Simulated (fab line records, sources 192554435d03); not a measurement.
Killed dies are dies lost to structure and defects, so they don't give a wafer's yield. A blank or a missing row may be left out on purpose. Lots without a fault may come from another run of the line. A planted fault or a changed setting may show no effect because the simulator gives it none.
Which tool did it? | flow n5_finfet | 21 lots, 63 wafers sampled, at 6 steps of a route of 1938

WHAT THE GAUGES READ, wafer by wafer
N5_BEOL_M8_CD_MEAS_35: target cd 40 nm. Usual: cd_nm 39.8 nm, standard deviation 0.81.
lot  | measured     | on        | cd_nm (nm)     | flag
L075 | day 10 14:05 | cd_sem-01 | 40.8 39.8 40.9 |
L074 | day 11 00:39 | cd_sem-03 | 40.4 41.7 39.9 |
L076 | day 11 04:38 | cd_sem-01 | 41.5 40.6 40.6 |
L079 | day 11 22:02 | cd_sem-02 | 39.8 40.1 39.9 |
L078 | day 12 01:37 | cd_sem-02 | 39.3 38.3 37.9 |
L083 | day 13 07:39 | cd_sem-01 | 39.1 39.2 40.0 |
L084 | day 13 18:08 | cd_sem-03 | 39.9 39.8 40.0 |
L082 | day 13 18:14 | cd_sem-01 | 39.4 38.5 39.0 |
L085 | day 13 18:32 | cd_sem-03 | 38.7 40.0 39.1 |
L086 | day 13 21:14 | cd_sem-01 | 39.6 39.6 39.1 |
L087 | day 14 01:02 | cd_sem-03 | 41.4 40.2 40.3 |
L088 | day 14 15:22 | cd_sem-02 | 40.1 39.5 39.9 |
L090 | day 14 22:10 | cd_sem-03 | 39.0 39.3 38.6 |
L089 | day 14 22:27 | cd_sem-01 | 40.0 39.4 40.7 |
L091 | day 15 01:58 | cd_sem-03 | 39.9 39.4 41.6 |
L093 | day 15 11:34 | cd_sem-03 | 38.9 40.5 39.2 |
L092 | day 15 13:06 | cd_sem-02 | 41.3 40.0 40.8 |
L097 | day 15 22:40 | cd_sem-03 | 39.6 40.2 40.5 |
L094 | day 16 05:11 | cd_sem-01 | 38.9 38.7 39.7 |
L095 | day 16 10:04 | cd_sem-01 | 39.7 40.4 41.7 |
L096 | day 16 15:32 | cd_sem-03 | 41.1 39.6 40.3 |

WHICH TOOL RAN EACH LOT (tool, then ch and the chambers of the sampled wafers, then the start)
lot  | N5_BEOL_M8_CURE_74            | N5_BEOL_M8_DESCUM_16               | N5_BEOL_M8_ETCH_65                 | N5_BEOL_M8_TRENCH_ETCH_37                     | N5_BEOL_M8_STRIP_80
L075 | uv_cure-01 ch 2, day 10 10:00 | rie_diel-03 ch 0,3, day 10 11:44   | rie_diel-05 ch 0,1,2, day 10 13:33 | rie_diel-05 ch 0,1,2, day 10 14:05 or earlier | rie_diel-05 ch 0,1,2, day 10 14:05 or earlier
L074 | uv_cure-03 ch 1, day 10 20:13 | rie_diel-05 ch 0,3, day 10 22:27   | rie_diel-02 ch 0,3, day 11 00:07   | rie_diel-02 ch 0,3, day 11 00:39 or earlier   | rie_diel-02 ch 0,3, day 11 00:39 or earlier
L076 | uv_cure-01 ch 1, day 10 20:49 | rie_diel-05 ch 2,3, day 10 23:43   | rie_diel-02 ch 2,3, day 11 04:06   | rie_diel-02 ch 2,3, day 11 04:38 or earlier   | rie_diel-02 ch 2,3, day 11 04:38 or earlier
L079 | uv_cure-03 ch 0, day 11 17:31 | rie_diel-02 ch 0,2,3, day 11 19:39 | rie_diel-05 ch 0,1,2, day 11 21:31 | rie_diel-05 ch 0,1,2, day 11 22:02 or earlier | rie_diel-05 ch 0,1,2, day 11 22:02 or earlier
L078 | uv_cure-03 ch 0, day 11 20:49 | rie_diel-03 ch 0,1, day 11 22:55   | rie_diel-03 ch 0,2,3, day 12 01:05 | rie_diel-03 ch 0,2,3, day 12 01:37 or earlier | rie_diel-03 ch 0,2,3, day 12 01:37 or earlier
L083 | uv_cure-01 ch 0, day 13 03:08 | rie_diel-05 ch 0,3, day 13 05:04   | rie_diel-03 ch 0,1,2, day 13 07:07 | rie_diel-03 ch 0,1,2, day 13 07:39 or earlier | rie_diel-03 ch 0,1,2, day 13 07:39 or earlier
L084 | uv_cure-03 ch 2, day 13 11:07 | rie_diel-02 ch 1,2, day 13 14:50   | rie_diel-03 ch 0,1,2, day 13 17:37 | rie_diel-03 ch 0,1,2, day 13 18:08 or earlier | rie_diel-03 ch 0,1,2, day 13 18:08 or earlier
L082 | uv_cure-01 ch 0, day 13 11:38 | rie_diel-05 ch 0,1,3, day 13 14:52 | rie_diel-05 ch 0,2,3, day 13 17:41 | rie_diel-05 ch 0,2,3, day 13 18:14 or earlier | rie_diel-05 ch 0,2,3, day 13 18:14 or earlier
L085 | uv_cure-03 ch 2, day 13 14:04 | rie_diel-03 ch 0,1,2, day 13 15:35 | rie_diel-03 ch 1,2, day 13 18:01   | rie_diel-03 ch 1,2, day 13 18:32 or earlier   | rie_diel-03 ch 1,2, day 13 18:32 or earlier
L086 | uv_cure-01 ch 0, day 13 16:24 | rie_diel-02 ch 0,2,3, day 13 18:58 | rie_diel-05 ch 1,2,3, day 13 20:43 | rie_diel-05 ch 1,2,3, day 13 21:14 or earlier | rie_diel-05 ch 1,2,3, day 13 21:14 or earlier
L087 | uv_cure-02 ch 2, day 13 20:41 | rie_diel-05 ch 0,1,2, day 13 22:48 | rie_diel-03 ch 2,3, day 14 00:31   | rie_diel-03 ch 2,3, day 14 01:02 or earlier   | rie_diel-03 ch 2,3, day 14 01:02 or earlier
L088 | uv_cure-03 ch 0, day 14 11:50 | rie_diel-02 ch 0,2, day 14 13:13   | rie_diel-05 ch 0,1, day 14 14:50   | rie_diel-05 ch 0,1, day 14 15:22 or earlier   | rie_diel-05 ch 0,1, day 14 15:22 or earlier
L090 | uv_cure-02 ch 0, day 14 17:56 | rie_diel-03 ch 0,1,3, day 14 19:55 | rie_diel-05 ch 0,1,2, day 14 21:38 | rie_diel-05 ch 0,1,2, day 14 22:10 or earlier | rie_diel-05 ch 0,1,2, day 14 22:10 or earlier
L089 | uv_cure-01 ch 2, day 14 18:24 | rie_diel-03 ch 0,1,2, day 14 20:24 | rie_diel-02 ch 0,1,2, day 14 21:55 | rie_diel-02 ch 0,1,2, day 14 22:27 or earlier | rie_diel-02 ch 0,1,2, day 14 22:27 or earlier
L091 | uv_cure-01 ch 2, day 14 20:02 | rie_diel-03 ch 0,1,2, day 14 22:37 | rie_diel-05 ch 1,2,3, day 15 01:26 | rie_diel-05 ch 1,2,3, day 15 01:58 or earlier | rie_diel-05 ch 1,2,3, day 15 01:58 or earlier
L093 | uv_cure-02 ch 0, day 15 05:57 | rie_diel-02 ch 0,1,3, day 15 07:49 | rie_diel-02 ch 0,1,3, day 15 11:02 | rie_diel-02 ch 0,1,3, day 15 11:34 or earlier | rie_diel-02 ch 0,1,3, day 15 11:34 or earlier
L092 | uv_cure-03 ch 2, day 15 06:38 | rie_diel-03 ch 1,2,3, day 15 11:25 | rie_diel-02 ch 1,3, day 15 12:34   | rie_diel-02 ch 1,3, day 15 13:06 or earlier   | rie_diel-02 ch 1,3, day 15 13:06 or earlier
L097 | uv_cure-02 ch 2, day 15 14:15 | rie_diel-02 ch 1,3, day 15 17:29   | rie_diel-03 ch 1,2,3, day 15 22:08 | rie_diel-03 ch 1,2,3, day 15 22:40 or earlier | rie_diel-03 ch 1,2,3, day 15 22:40 or earlier
L094 | uv_cure-02 ch 0, day 16 01:40 | rie_diel-02 ch 1,2,3, day 16 03:19 | rie_diel-03 ch 0,1,2, day 16 04:38 | rie_diel-03 ch 0,1,2, day 16 05:11 or earlier | rie_diel-03 ch 0,1,2, day 16 05:11 or earlier
L095 | uv_cure-03 ch 1, day 16 04:26 | rie_diel-02 ch 0,1,3, day 16 06:35 | rie_diel-05 ch 0,2,3, day 16 09:32 | rie_diel-05 ch 0,2,3, day 16 10:04 or earlier | rie_diel-05 ch 0,2,3, day 16 10:04 or earlier
L096 | uv_cure-03 ch 1, day 16 08:46 | rie_diel-05 ch 0,1,3, day 16 11:08 | rie_diel-05 ch 0,1,3, day 16 14:59 | rie_diel-05 ch 0,1,3, day 16 15:32 or earlier | rie_diel-05 ch 0,1,3, day 16 15:32 or earlier
- N5_BEOL_M8_CURE_74: cures SiCOH lowk, time 240 s.
- N5_BEOL_M8_DESCUM_16: chemistry O2, time 7.9 s.
- N5_BEOL_M8_ETCH_65: etches SiARC in CF4, target depth 15.6 nm, time 26 s.
- N5_BEOL_M8_TRENCH_ETCH_37: etches SiCOH lowk in C4F6/O2, target depth 93.478 nm, time 31.2 s.
- N5_BEOL_M8_STRIP_80: strips in N2/H2, time 10 s.

WHAT THE TOOLS THEMSELVES READ (means of the sampled wafers that have a number; where no wafer has one, the mark that the record gives instead)
N5_BEOL_M8_CURE_74. Usual: lamp_power_pct 52.31 %, standard deviation 0.052; wafer_temp_C_max 386.7, standard deviation 0.45.
lot  | tool       | lamp_power_pct (%) | wafer_temp_C_max | flag
L075 | uv_cure-01 | 52.28              | 386.1            |
L074 | uv_cure-03 | 52.32              | 386.5            |
L076 | uv_cure-01 | 52.28              | 386.6            |
L079 | uv_cure-03 | 52.35              | 387.0            |
L078 | uv_cure-03 | 52.33              | 387.0            |
L083 | uv_cure-01 | 52.33              | 387.2            |
L084 | uv_cure-03 | 52.33              | 386.6            |
L082 | uv_cure-01 | 52.32              | 386.9            |
L085 | uv_cure-03 | 52.32              | 386.6            |
L086 | uv_cure-01 | 52.31              | 387.0            |
L087 | uv_cure-02 | 52.32              | 387.0            |
L088 | uv_cure-03 | 52.31              | 386.7            |
L090 | uv_cure-02 | 52.32              | 386.2            |
L089 | uv_cure-01 | 52.35              | 386.6            |
L091 | uv_cure-01 | 52.35              | 386.3            |
L093 | uv_cure-02 | 52.30              | 386.1            |
L092 | uv_cure-03 | 52.24              | 386.6            |
L097 | uv_cure-02 | 52.29              | 387.8            |
L094 | uv_cure-02 | 52.31              | 386.5            |
L095 | uv_cure-03 | 52.30              | 386.7            |
L096 | uv_cure-03 | 52.31              | 386.7            |

N5_BEOL_M8_DESCUM_16. Usual: drypump_motor_current_A 5.7 A, standard deviation 0.37; oes_product_au 0.80 a.u., standard deviation 0.086; rf_vpp_V 243.5 V, standard deviation 1.4; showerhead_plenum_p_Torr 2.13 Torr, standard deviation 0.066; throttle_valve_pct 20.50 %, standard deviation 0.23.
lot  | tool        | drypump_motor_current_A (A) | oes_product_au (a.u.) | rf_vpp_V (V) | showerhead_plenum_p_Torr (Torr) | throttle_valve_pct (%) | flag
L075 | rie_diel-03 | 5.8                         | 0.83                  | 243.5        | 2.11                            | 20.61                  |
L074 | rie_diel-05 | 5.5                         | 0.70                  | 243.0        | 2.16                            | 20.68                  |
L076 | rie_diel-05 | 6.2                         | 0.79                  | 242.2        | 2.10                            | 20.73                  |
L079 | rie_diel-02 | 5.8                         | 0.77                  | 243.2        | 2.13                            | 20.58                  |
L078 | rie_diel-03 | 5.5                         | 0.79                  | 243.0        | 2.10                            | 20.64                  |
L083 | rie_diel-05 | 5.5                         | 0.69                  | 243.2        | 2.16                            | 20.69                  |
L084 | rie_diel-02 | 5.5                         | 0.78                  | 244.0        | 2.16                            | 20.39                  |
L082 | rie_diel-05 | 5.7                         | 0.73                  | 243.1        | 2.10                            | 20.53                  |
L085 | rie_diel-03 | 5.4                         | 0.82                  | 242.7        | 2.11                            | 20.43                  |
L086 | rie_diel-02 | 5.8                         | 0.75                  | 244.0        | 2.13                            | 20.61                  |
L087 | rie_diel-05 | 6.1                         | 0.76                  | 242.6        | 2.06                            | 20.50                  |
L088 | rie_diel-02 | 5.7                         | 0.78                  | 244.4        | 2.19                            | 20.48                  |
L090 | rie_diel-03 | 5.6                         | 0.81                  | 242.4        | 2.11                            | 20.62                  |
L089 | rie_diel-03 | 5.4                         | 0.80                  | 243.1        | 2.10                            | 20.43                  |
L091 | rie_diel-03 | 5.4                         | 0.81                  | 243.3        | 2.10                            | 20.43                  |
L093 | rie_diel-02 | 5.8                         | 0.86                  | 244.7        | 2.20                            | 20.46                  |
L092 | rie_diel-03 | 5.5                         | 0.85                  | 243.9        | 2.12                            | 20.39                  |
L097 | rie_diel-02 | 5.5                         | 0.84                  | 243.9        | 2.16                            | 20.40                  |
L094 | rie_diel-02 | 5.5                         | 0.82                  | 244.5        | 2.18                            | 20.42                  |
L095 | rie_diel-02 | 5.8                         | 0.84                  | 243.8        | 2.19                            | 20.48                  |
L096 | rie_diel-05 | 5.7                         | 0.90                  | 243.3        | 2.10                            | 20.30                  |

N5_BEOL_M8_ETCH_65. Usual: drypump_motor_current_A 5.7 A, standard deviation 0.43; etch_rf_on_time_s 25.9 s, standard deviation 0.96; mfc_ar_sccm 100.01 sccm, standard deviation 0.28; oes_product_au 0.69 a.u., standard deviation 0.072; rf_vpp_V 184.2 V, standard deviation 1.2; showerhead_plenum_p_Torr 2.15 Torr, standard deviation 0.061; throttle_valve_pct 15.63 %, standard deviation 0.19.
lot  | tool        | drypump_motor_current_A (A) | etch_rf_on_time_s (s) | mfc_ar_sccm (sccm) | oes_product_au (a.u.) | rf_vpp_V (V) | showerhead_plenum_p_Torr (Torr) | throttle_valve_pct (%) | flag
L075 | rie_diel-05 | 6.0                         | 25.8                  | 100.10             | 0.68                  | 184.4        | 2.12                            | 15.60                  |
L074 | rie_diel-02 | 6.0                         | 25.6                  | 100.22             | 0.69                  | 185.5        | 2.16                            | 15.54                  |
L076 | rie_diel-02 | 5.5                         | 25.3                  | 100.19             | 0.65                  | 183.8        | 2.15                            | 15.63                  |
L079 | rie_diel-05 | 6.1                         | 25.5                  | 99.92              | 0.67                  | 184.0        | 2.11                            | 15.63                  |
L078 | rie_diel-03 | 5.5                         | 26.2                  | 100.25             | 0.68                  | 184.8        | 2.16                            | 15.63                  |
L083 | rie_diel-03 | 5.4                         | 26.3                  | 99.86              | 0.69                  | 183.5        | 2.16                            | 15.60                  |
L084 | rie_diel-03 | 5.4                         | 26.2                  | 99.50              | 0.69                  | 183.4        | 2.16                            | 15.61                  |
L082 | rie_diel-05 | 5.9                         | 26.8                  | 100.04             | 0.62                  | 184.2        | 2.16                            | 15.81                  |
L085 | rie_diel-03 | 5.3                         | 26.1                  | 99.80              | 0.74                  | 185.1        | 2.18                            | 15.52                  |
L086 | rie_diel-05 | 6.0                         | 26.8                  | 100.08             | 0.65                  | 183.3        | 2.12                            | 15.79                  |
L087 | rie_diel-03 | 5.7                         | 26.0                  | 100.06             | 0.71                  | 184.4        | 2.18                            | 15.61                  |
L088 | rie_diel-05 | 5.8                         | 25.3                  | 100.16             | 0.63                  | 183.6        | 2.14                            | 15.64                  |
L090 | rie_diel-05 | 6.0                         | 25.6                  | 100.04             | 0.65                  | 183.7        | 2.10                            | 15.69                  |
L089 | rie_diel-02 | 5.7                         | 24.7                  | 100.19             | 0.69                  | 184.4        | 2.19                            | 15.49                  |
L091 | rie_diel-05 | 6.0                         | 25.5                  | 99.62              | 0.73                  | 185.1        | 2.12                            | 15.64                  |
L093 | rie_diel-02 | 5.8                         | 24.6                  | 99.99              | 0.74                  | 184.8        | 2.21                            | 15.45                  |
L092 | rie_diel-02 | 5.5                         | 24.6                  | 99.70              | 0.74                  | 185.2        | 2.20                            | 15.43                  |
L097 | rie_diel-03 | 5.5                         | 26.2                  | 99.97              | 0.71                  | 183.7        | 2.18                            | 15.60                  |
L094 | rie_diel-03 | 5.4                         | 26.1                  | 99.98              | 0.66                  | 184.8        | 2.16                            | 15.66                  |
L095 | rie_diel-05 | 5.9                         | 25.8                  | 100.14             | 0.77                  | 184.7        | 2.15                            | 15.52                  |
L096 | rie_diel-05 | 5.7                         | 25.3                  | 99.84              | 0.77                  | 184.3        | 2.15                            | 15.47                  |

N5_BEOL_M8_TRENCH_ETCH_37. Usual: O2_flow_sccm 10.00 sccm, standard deviation 0.03; drypump_motor_current_A 5.8 A, standard deviation 0.43; mfc_ar_sccm 299.9 sccm, standard deviation 0.81; oes_product_au 0.80 a.u., standard deviation 0.085; rf_vpp_V 675 V, standard deviation 20; showerhead_plenum_p_Torr 2.87 Torr, standard deviation 0.081; throttle_valve_pct 20.96 %, standard deviation 0.22.
lot  | tool        | O2_flow_sccm (sccm) | drypump_motor_current_A (A) | mfc_ar_sccm (sccm) | oes_product_au (a.u.) | rf_vpp_V (V) | showerhead_plenum_p_Torr (Torr) | throttle_valve_pct (%) | flag
L075 | rie_diel-05 | 9.99                | 6.1                         | 300.1              | 0.79                  | 664          | 2.81                            | 20.92                  |
L074 | rie_diel-02 | 10.02               | 6.1                         | 299.6              | 0.81                  | 676          | 2.88                            | 20.85                  |
L076 | rie_diel-02 | 9.99                | 5.5                         | 299.7              | 0.76                  | 659          | 2.87                            | 21.00                  |
L079 | rie_diel-05 | 9.98                | 6.1                         | 300.4              | 0.78                  | 663          | 2.81                            | 20.94                  |
L078 | rie_diel-03 | 10.00               | 5.5                         | 299.3              | 0.80                  | 682          | 2.88                            | 21.02                  |
L083 | rie_diel-03 | 10.00               | 5.4                         | 299.7              | 0.81                  | 684          | 2.88                            | 20.98                  |
L084 | rie_diel-03 | 10.02               | 5.4                         | 299.9              | 0.81                  | 683          | 2.88                            | 20.99                  |
L082 | rie_diel-05 | 10.01               | 5.9                         | 299.4              | 0.72                  | 674          | 2.87                            | 21.10                  |
L085 | rie_diel-03 | 10.01               | 5.4                         | 299.5              | 0.88                  | 674          | 2.90                            | 20.87                  |
L086 | rie_diel-05 | 10.02               | 6.0                         | 299.2              | 0.76                  | 679          | 2.82                            | 21.11                  |
L087 | rie_diel-03 | 9.99                | 5.7                         | 300.1              | 0.84                  | 672          | 2.89                            | 20.98                  |
L088 | rie_diel-05 | 10.02               | 5.8                         | 299.7              | 0.73                  | 661          | 2.84                            | 20.88                  |
L090 | rie_diel-05 | 10.00               | 6.1                         | 300.1              | 0.76                  | 663          | 2.80                            | 20.97                  |
L089 | rie_diel-02 | 10.01               | 5.7                         | 299.8              | 0.80                  | 661          | 2.91                            | 20.74                  |
L091 | rie_diel-05 | 10.00               | 6.0                         | 299.6              | 0.86                  | 678          | 2.81                            | 20.98                  |
L093 | rie_diel-02 | 9.97                | 5.8                         | 300.5              | 0.86                  | 676          | 2.94                            | 20.76                  |
L092 | rie_diel-02 | 9.99                | 5.5                         | 299.8              | 0.85                  | 673          | 2.91                            | 20.75                  |
L097 | rie_diel-03 | 9.99                | 5.5                         | 299.3              | 0.84                  | 672          | 2.89                            | 20.95                  |
L094 | rie_diel-03 | 10.00               | 5.4                         | 300.5              | 0.77                  | 682          | 2.87                            | 21.01                  |
L095 | rie_diel-05 | 9.99                | 5.9                         | 300.9              | 0.91                  | 673          | 2.86                            | 20.88                  |
L096 | rie_diel-05 | 10.01               | 5.7                         | 299.6              | 0.91                  | 676          | 2.85                            | 20.81                  |

N5_BEOL_M8_STRIP_80. Usual: drypump_motor_current_A 5.8 A, standard deviation 0.43; oes_product_au 0.81 a.u., standard deviation 0.088; rf_vpp_V 59.2 V, standard deviation 0.88; showerhead_plenum_p_Torr 2.56 Torr, standard deviation 0.081; throttle_valve_pct 23.72 %, standard deviation 0.27.
lot  | tool        | drypump_motor_current_A (A) | oes_product_au (a.u.) | rf_vpp_V (V) | showerhead_plenum_p_Torr (Torr) | throttle_valve_pct (%) | flag
L075 | rie_diel-05 | 6.1                         | 0.79                  | 59.4         | 2.52                            | 23.79                  |
L074 | rie_diel-02 | 6.0                         | 0.80                  | 59.5         | 2.58                            | 23.62                  |
L076 | rie_diel-02 | 5.5                         | 0.76                  | 59.6         | 2.57                            | 23.99                  |
L079 | rie_diel-05 | 6.1                         | 0.77                  | 58.6         | 2.51                            | 23.81                  |
L078 | rie_diel-03 | 5.5                         | 0.81                  | 59.6         | 2.55                            | 23.64                  |
L083 | rie_diel-03 | 5.4                         | 0.81                  | 58.6         | 2.56                            | 23.62                  |
L084 | rie_diel-03 | 5.4                         | 0.81                  | 59.7         | 2.56                            | 23.63                  |
L082 | rie_diel-05 | 5.9                         | 0.72                  | 59.6         | 2.57                            | 23.87                  |
L085 | rie_diel-03 | 5.4                         | 0.89                  | 59.2         | 2.59                            | 23.54                  |
L086 | rie_diel-05 | 6.0                         | 0.76                  | 59.0         | 2.51                            | 23.79                  |
L087 | rie_diel-03 | 5.7                         | 0.85                  | 59.0         | 2.58                            | 23.58                  |
L088 | rie_diel-05 | 5.7                         | 0.71                  | 59.1         | 2.56                            | 23.90                  |
L090 | rie_diel-05 | 6.1                         | 0.76                  | 59.0         | 2.50                            | 23.84                  |
L089 | rie_diel-02 | 5.7                         | 0.79                  | 58.6         | 2.62                            | 23.57                  |
L091 | rie_diel-05 | 6.0                         | 0.86                  | 59.4         | 2.50                            | 23.65                  |
L093 | rie_diel-02 | 5.8                         | 0.86                  | 59.2         | 2.64                            | 23.68                  |
L092 | rie_diel-02 | 5.5                         | 0.85                  | 58.3         | 2.61                            | 23.79                  |
L097 | rie_diel-03 | 5.5                         | 0.85                  | 59.4         | 2.58                            | 23.59                  |
L094 | rie_diel-03 | 5.4                         | 0.79                  | 58.5         | 2.55                            | 23.66                  |
L095 | rie_diel-05 | 5.9                         | 0.91                  | 60.0         | 2.56                            | 23.67                  |
L096 | rie_diel-05 | 5.7                         | 0.90                  | 59.1         | 2.56                            | 23.67                  |

THE ANSWER, worked out from the rows above alone
Rule: a lot is off if the mean of its wafers that have a number lies more than 3 standard deviations from the usual mean. A lot without any number at a reading at which 4 lots or more have one is off too. The other lots that the step has rows for count as sound. The gauges are gone through in route order, then the tools' own readings, and for those a lot's mean is taken as printed above. The first step at which some lot is off is used, and at that step the reading that is off furthest; a lot without a number counts as furthest.
No lot is off at any reading shown: from this, nothing can be told.

WHAT THE SIMULATOR HAD PUT IN
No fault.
